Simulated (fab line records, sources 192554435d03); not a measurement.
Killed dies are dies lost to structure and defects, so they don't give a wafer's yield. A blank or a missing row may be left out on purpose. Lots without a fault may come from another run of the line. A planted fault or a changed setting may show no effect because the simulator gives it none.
Split-lot experiment | flow n5_finfet | 7 lots, 39 wafers read, on a route of 1938 steps

THE SPLIT
At N5_BEOL_M8_TRENCH_ETCH_37 (etches SiCOH lowk in C4F6/O2, target depth 93.478 nm, time 31.2 s), the setting time_s was moved away from the recipe's 31.2 s on 12 of the 39 wafers read, by -41.7% to +56.7%. The other wafers ran this setting at the recipe's value.

FROM THE SPLIT TO THE READING: what the file shows between them, 8 steps
- N5_BEOL_M8_ETCH_41: etches SiCN in CH3F/O2, target depth 31.9 nm, time 57.8 s
- N5_BEOL_M8_STRIP_80: strips in N2/H2, time 10 s
- N5_BEOL_M8_OCD_MEAS_38
- N5_BEOL_M8_HM_STRIP_39: strips TiN in peroxide tin strip, target depth 25 nm, time 158 s
- N5_BEOL_M8_SRD_40: time 30 s
- N5_BEOL_M8_ECD_50: material Cu, target thk 300 nm
- N5_BEOL_M8_ANNEAL_51: time 90 s
- N5_BEOL_M8_CMP_52: polishes, stops on SiCOH lowk, t overpolish 6.9 s, target thk 80 nm

THE READING
M8_THK, in nm, at N5_BEOL_M8_THK_MEAS_53 (measures by xrf). Fault-free wafers of this fab line usually give 79.4 nm, standard deviation 1.9 nm.

wafer  | tool, chamber at the split | time_s as run, s | against the recipe | M8_THK, nm | against lot-mates on the recipe
L081.1 | rie_diel-05, 0             | 31.2             | recipe             | 82.5       | -
L081.2 | rie_diel-05, 2             | 31.2             | recipe             | 81.3       | -
L081.3 | rie_diel-05, 1             | 31.2             | recipe             | 83.3       | -
L081.4 | rie_diel-05, 3             | 31.2             | recipe             | 80.0       | -
L081.5 | rie_diel-05, 1             | 31.2             | recipe             | 82.6       | -
L081.6 | rie_diel-05, 2             | 31.2             | recipe             | 80.6       | -
L083.1 | rie_diel-01, 1             | 36.34            | +16.5%             | 97.9       | +17.6
L083.2 | rie_diel-01, 2             | 31.2             | recipe             | 81.2       | -
L083.3 | rie_diel-01, 0             | 31.2             | recipe             | 80.8       | -
L083.4 | rie_diel-01, 3             | 36.34            | +16.5%             | 93.5       | +13.2
L083.5 | rie_diel-01, 2             | 36.34            | +16.5%             | 99.0       | +18.7
L083.6 | rie_diel-01, 3             | 31.2             | recipe             | 78.8       | -
L086.1 | rie_diel-02, 1             | 31.2             | recipe             | 77.7       | -
L086.2 | rie_diel-02, 3             | 31.2             | recipe             | 80.0       | -
L086.5 | rie_diel-02, 1             | 31.2             | recipe             | 77.9       | -
L088.1 | rie_diel-05, 0             | 31.2             | recipe             | 80.7       | -
L088.2 | rie_diel-05, 1             | 48.9             | +56.7%             | 135.3      | +55.4
L088.3 | rie_diel-05, 2             | 48.9             | +56.7%             | 132.6      | +52.7
L088.4 | rie_diel-05, 1             | 31.2             | recipe             | 81.0       | -
L088.5 | rie_diel-05, 2             | 31.2             | recipe             | 77.9       | -
L088.6 | rie_diel-05, 0             | 48.9             | +56.7%             | 135.9      | +56.0
L094.1 | rie_diel-05, 0             | 31.2             | recipe             | 80.7       | -
L094.2 | rie_diel-05, 2             | 31.2             | recipe             | 80.9       | -
L094.3 | rie_diel-05, 1             | 31.2             | recipe             | 82.0       | -
L094.4 | rie_diel-05, 1             | 31.2             | recipe             | 83.2       | -
L094.5 | rie_diel-05, 2             | 31.2             | recipe             | 80.8       | -
L094.6 | rie_diel-05, 0             | 31.2             | recipe             | 82.9       | -
L096.1 | rie_diel-02, 0             | 18.19            | -41.7%             | 41.8       | -36.9
L096.2 | rie_diel-02, 2             | 31.2             | recipe             | 77.6       | -
L096.3 | rie_diel-02, 3             | 18.19            | -41.7%             | 40.8       | -37.9
L096.4 | rie_diel-02, 1             | 18.19            | -41.7%             | 41.1       | -37.6
L096.5 | rie_diel-02, 2             | 31.2             | recipe             | 78.0       | -
L096.6 | rie_diel-02, 3             | 31.2             | recipe             | 80.6       | -
L097.1 | rie_diel-01, 3             | 31.2             | recipe             | 79.8       | -
L097.2 | rie_diel-01, 0             | 22.13            | -29.1%             | 53.0       | -27.9
L097.3 | rie_diel-01, 1             | 31.2             | recipe             | 82.6       | -
L097.4 | rie_diel-01, 2             | 22.13            | -29.1%             | 52.2       | -28.7
L097.5 | rie_diel-01, 3             | 22.13            | -29.1%             | 52.9       | -28.0
L097.6 | rie_diel-01, 0             | 31.2             | recipe             | 80.4       | -

THE FIT
A straight line over all 39 wafers: M8_THK changes by +0.952 nm for each +1% of time_s; r = +1.00; the points scatter about the line by 1.7 nm.
The same after taking each lot's own level away (the mean of its wafers on the recipe; 39 wafers): +0.949 nm for each +1%; r = +1.00; scatter 1.4 nm.
On that fit, the largest move of time_s shifts the reading by 54 nm.
The lots' own levels span 78.53 to 81.75 nm, that is 1.7 times the standard deviation above.
So the lot-to-lot level changes the slope little: the two slopes agree.
Check: with one of the wafers moved furthest among these (+56.7%) left out of the fit, the line predicts +53.7 nm for it against its lot-mates. It came out at +55.4 nm against them.

THE WHOLE CHAIN: every reading that the file lists as answering this split, in the file's order
step                      | what it does                                                        | reading                                                                          | change (the file's fit)                                                              | r (the file's)
N5_BEOL_M8_TRENCH_ETCH_37 | etches SiCOH lowk in C4F6/O2, target depth 93.478 nm, time 31.2 s   | etch.depth_nm (the simulator's own value, which no gauge read)                   | +0.935 nm for each +1% of the setting                                                | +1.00
N5_BEOL_M8_TRENCH_ETCH_37 | etches SiCOH lowk in C4F6/O2, target depth 93.478 nm, time 31.2 s   | BEOL_M8.feature_depth_nm (the simulator's own value, which no gauge read)        | +0.934 nm for each +1% of the setting                                                | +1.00
N5_BEOL_M8_TRENCH_ETCH_37 | etches SiCOH lowk in C4F6/O2, target depth 93.478 nm, time 31.2 s   | TiN_of_BEOL_M8_HM_DEP_02.thk_nm (the simulator's own value, which no gauge read) | -0.0247 nm for each +1% of the setting                                               | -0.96
N5_BEOL_M8_OCD_MEAS_38    |                                                                     | trench_depth_nm                                                                  | +0.938 nm for each +1% of the setting                                                | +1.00
N5_BEOL_M8_CMP_52         | polishes, stops on SiCOH lowk, t overpolish 6.9 s, target thk 80 nm | Cu_of_BEOL_M8_ECD_50.thk_nm (the simulator's own value, which no gauge read)     | +0.953 nm for each +1% of the setting                                                | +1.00
N5_BEOL_M8_THK_MEAS_53    | measures by xrf                                                     | M8_THK                                                                           | +0.949 for each +1% of the setting                                                   | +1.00
N5_BEOL_M8_RS_MEAS_57     | measures by four-point-probe                                        | M8_RS                                                                            | not straight: 0.641 at the lowest setting, 0.282 at the recipe, 0.157 at the highest | not given

THE FILE'S OWN FIT
M8_THK changes by +0.949 nm for each +1% of time_s, r = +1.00.
